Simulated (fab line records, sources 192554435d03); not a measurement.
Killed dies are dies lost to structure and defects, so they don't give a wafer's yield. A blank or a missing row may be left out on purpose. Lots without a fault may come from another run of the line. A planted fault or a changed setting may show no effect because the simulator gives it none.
Chamber matching | flow n5_finfet | N5_BEOL_M6_PECVD_70 on pecvd-03: 3 sister chambers
The step deposits SiO2 from TEOS/O2, target thk 20 nm, time 22.7 s. 3 wafers are shown with their chamber, then 10 later ones without.

WAFERS WITH THEIR CHAMBER
wafer  | chamber | throttle_valve_pct (%)
L085.1 | 0       | 22.9
L092.1 | 2       | 21.0
L092.2 | 1       | 23.0

WAFERS WITHOUT THEIR CHAMBER
wafer  | throttle_valve_pct (%)
L092.5 | 21.2
L093.1 | 23.4
L093.4 | 22.8
L093.5 | 23.0
L094.1 | 23.2
L094.5 | 21.4
L094.6 | 22.9
L082.1 | 21.2
L082.3 | 23.2
L082.6 | 23.5

WHICH CHAMBER EACH WENT THROUGH
wafer  | from the rows above     | in truth
L092.5 | 2                       | 2
L093.1 | can't be placed: 1 or 0 | 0
L093.4 | can't be placed: 0 or 1 | 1
L093.5 | can't be placed: 1 or 0 | 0
L094.1 | can't be placed: 1 or 0 | 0
L094.5 | 2                       | 2
L094.6 | can't be placed: 0 or 1 | 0
L082.1 | 2                       | 2
L082.3 | can't be placed: 1 or 0 | 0
L082.6 | can't be placed: 1 or 0 | 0
Placed correctly: 3 of 10. Can't be placed from these rows: 7 (the true chamber is among the candidates in 7). Placed wrongly: 0.
How it was worked out, from the rows above alone: a wafer's distance from a chamber is the root of the sum, over the readings, of the square of ((its reading less the chamber's mean) divided by the reading's scatter). The wafer belongs to the nearest chamber; if the next one is less than 2 further off, it can't be placed. A chamber's mean is the mean of its shown wafers. The scatter: with one shown wafer a chamber, the root of the mean of the squares of how far each hidden wafer lies from its nearest shown one.
